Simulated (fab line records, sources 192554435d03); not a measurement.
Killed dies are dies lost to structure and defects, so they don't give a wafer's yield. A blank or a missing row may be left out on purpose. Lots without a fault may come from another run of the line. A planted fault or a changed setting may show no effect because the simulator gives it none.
Split-lot experiment | flow n5_finfet | 7 lots, 21 wafers read, on a route of 1938 steps

THE SPLIT
At N5_BEOL_M13_ILD_DEP_00 (deposits SiOC from DEMS/O2, target thk 837.92 nm, time 166.4 s), the setting time_s was moved away from the recipe's 166.4 s on 7 of the 21 wafers read, by -15.0% to +9.8%. The other wafers ran this setting at the recipe's value.

The file shows no step between the split and the reading.

THE READING
M13_ILD_THK, in nm, at N5_BEOL_M13_THK_MEAS_01. Fault-free wafers of this fab line usually give 839 nm, standard deviation 9.6 nm.

wafer  | tool, chamber at the split | time_s as run, s | against the recipe | M13_ILD_THK, nm | against lot-mates on the recipe
L078.2 | pecvd-03, 1                | 177.3            | +6.6%              | 880             | +40
L078.3 | pecvd-03, 0                | 166.4            | recipe             | 835             | -
L078.4 | pecvd-03, 0                | 166.4            | recipe             | 845             | -
L082.1 | pecvd-01, 2                | 166.4            | recipe             | 833             | -
L082.4 | pecvd-01, 1                | 166.4            | recipe             | 842             | -
L082.5 | pecvd-01, 2                | 166.4            | recipe             | 848             | -
L086.1 | pecvd-01, 1                | 166.4            | recipe             | 818             | -
L086.3 | pecvd-01, 2                | 178.7            | +7.4%              | 886             | +59
L086.4 | pecvd-01, 0                | 166.4            | recipe             | 836             | -
L085.3 | pecvd-03, 2                | 177              | +6.4%              | 871             | +35
L085.5 | pecvd-03, 0                | 177              | +6.4%              | 890             | +54
L085.6 | pecvd-03, 1                | 166.4            | recipe             | 836             | -
L094.2 | pecvd-02, 2                | 182.7            | +9.8%              | 919             | +66
L094.4 | pecvd-02, 1                | 166.4            | recipe             | 851             | -
L094.5 | pecvd-02, 0                | 166.4            | recipe             | 854             | -
L095.1 | pecvd-03, 0                | 166.4            | recipe             | 829             | -
L095.3 | pecvd-03, 1                | 178.7            | +7.4%              | 886             | +54
L095.6 | pecvd-03, 1                | 166.4            | recipe             | 835             | -
L096.3 | pecvd-02, 2                | 166.4            | recipe             | 833             | -
L096.5 | pecvd-02, 0                | 166.4            | recipe             | 852             | -
L096.6 | pecvd-02, 2                | 141.5            | -15.0%             | 723             | -120

THE FIT
A straight line over all 21 wafers: M13_ILD_THK changes by +7.32 nm for each +1% of time_s; r = +0.97; the points scatter about the line by 9.7 nm.
The same after taking each lot's own level away (the mean of its wafers on the recipe; 21 wafers): +7.49 nm for each +1%; r = +0.98; scatter 6.9 nm.
On that fit, the largest move of time_s shifts the reading by 1.1e+02 nm.
The lots' own levels span 827.0 to 852.5 nm, that is 2.7 times the standard deviation above.
So the lot-to-lot level changes the slope little: the two slopes agree.
Check: with one of the wafers moved furthest among these (-15.0%) left out of the fit, the line predicts -105 nm for it against its lot-mates. It came out at -120 nm against them.

THE WHOLE CHAIN: every reading that the file lists as answering this split, in the file's order
step                    | what it does                                                   | reading                                                                             | change (the file's fit)              | r (the file's)
N5_BEOL_M13_ILD_DEP_00  | deposits SiOC from DEMS/O2, target thk 837.92 nm, time 166.4 s | SiOC_of_BEOL_M13_ILD_DEP_00.thk_nm (the simulator's own value, which no gauge read) | +7.46 nm for each +1% of the setting | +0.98
N5_BEOL_M13_THK_MEAS_01 |                                                                | M13_ILD_THK                                                                         | +7.46 for each +1% of the setting    | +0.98
N5_BEOL_M13_VIA_ETCH_16 | etches SiOC in C4F8/O2/Ar, target depth 921.7 nm               | etch.depth_nm (the simulator's own value, which no gauge read)                      | +7.45 nm for each +1% of the setting | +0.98
N5_BEOL_M13_VIA_ETCH_16 | etches SiOC in C4F8/O2/Ar, target depth 921.7 nm               | coat_of_BEOL_M13_COAT_04.thk_nm (the simulator's own value, which no gauge read)    | -2.14 nm for each +1% of the setting | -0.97
N5_BEOL_M13_STRIP_63    | strips in N2/H2                                                | strip_time_to_endpoint_s                                                            | withheld for each +1% of the setting | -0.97

THE FILE'S OWN FIT
M13_ILD_THK changes by +7.46 nm for each +1% of time_s, r = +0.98.
